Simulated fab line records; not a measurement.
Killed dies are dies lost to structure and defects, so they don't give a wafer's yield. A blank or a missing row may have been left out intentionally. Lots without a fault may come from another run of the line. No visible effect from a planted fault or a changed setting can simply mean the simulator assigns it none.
3 desks, one fault ; flow nand_harc ; what lay behind the numbers comes last; until then each desk has only its own

## THE TOOL OWNER'S DESK: krf_scanner-04
The tool's own readings at NHARC_P_ZERO_WELL_EXPOSE_21 (exposes mask P NWELL, target cd 720 nm): means of the sampled wafers that have a number, for each lot that ran on this tool. If a lot's mean is further than 4 standard deviations from the usual mean, the lot is out of limits and carries the mark OUT (the distance appears in the brackets).
Columns: A = exposure_dose_mJ_cm2 at NHARC_P_ZERO_WELL_EXPOSE_21, usual 22.308
lot;first seen here;A
L665;day 1 14:26;22.294
L666;day 1 20:14;22.309
L667;day 2 02:18;23.572 (+55) OUT
L668;day 2 08:18;23.547 (+54) OUT
L669;day 2 14:17;23.507 (+52) OUT
L671;day 3 02:26;23.491 (+51) OUT
Finding of this desk: L667, L668, L669, L671 out of limits; the first was L667 at day 2 02:18, on exposure_dose_mJ_cm2 at NHARC_P_ZERO_WELL_EXPOSE_21. L665, L666: within limits.

## METROLOGY DESK
What the gauges read, lot by lot, whatever tool the lot ran on: means of the sampled wafers that have a number. If a lot's mean is further than 4 standard deviations from the usual mean, the lot is out of limits and carries the mark OUT (the distance appears in the brackets).
Columns: A = cd_nm at NHARC_P_ZERO_WELL_CD_MEAS_24, usual 720.2 nm
lot;first seen here;A
L665;day 1 14:35;719.6
L666;day 1 20:23;720.6
L667;day 2 02:27;729.9 (+7.5) OUT
L668;day 2 08:27;730.1 (+7.6) OUT
L669;day 2 14:27;730.4 (+7.8) OUT
L671;day 3 02:35;728.9 (+6.7) OUT
L675;day 4 02:28;719.0
L677;day 4 14:37;721.7
L681;day 5 14:29;720.6
L684;day 6 08:35;721.0
L685;day 6 14:35;719.4
L686;day 6 20:29;720.7
Finding of this desk: L667, L668, L669, L671 out of limits; the first was L667 at day 2 02:27, on cd_nm at NHARC_P_ZERO_WELL_CD_MEAS_24. L665, L666, L675, L677, L681, L684, L685, L686: within limits.

## THE DEFECT DESK
Counts from the inspections along the route, per lot, as means over the sampled wafers that have a number. If a lot's mean is further than 4 standard deviations from the usual mean, the lot is out of limits and carries the mark OUT (the distance appears in the brackets).
Columns: A = raw_defect_count at NHARC_P_ZERO_WELL_INSPECT_43, usual 14
lot;first seen here;A
L665;day 1 19:44;14
L666;day 2 01:12;10
L667;day 2 07:34;18
L668;day 2 13:35;14
L669;day 2 19:25;14
L671;day 3 07:25;16
L675;day 4 07:27;12
L677;day 4 19:46;19
L681;day 5 19:35;18
L684;day 6 13:33;13
L685;day 6 19:34;15
L686;day 7 01:23;12
This desk's finding: nothing out of limits on any of the 12 lots.

## ALL TOGETHER
On L667, L668, L669, L671, at day 2 02:18, an alarm was possible from the tool owner's desk.
The metrology desk could have raised an alarm at day 2 02:27, on L667, L668, L669, L671.
No out-of-limits result turned up at the defect desk.
The defect desk has L667, L668, L669, L671 on record, within its limits.
Of the lots named, all ran NHARC_P_ZERO_WELL_EXPOSE_21 on krf_scanner-04.

## WHAT THE SIMULATOR HAD PUT IN
Drift in process parameters on krf_scanner-04 at NHARC_P_ZERO_WELL_EXPOSE_21, starting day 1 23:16. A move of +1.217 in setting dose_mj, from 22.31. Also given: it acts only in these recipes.
Struck lots among those shown: L667, L668, L669, L671.
Counting hours from when the fault started, the first reading out of limits came at 3 for the tool owner's desk and at 3 for the metrology desk.
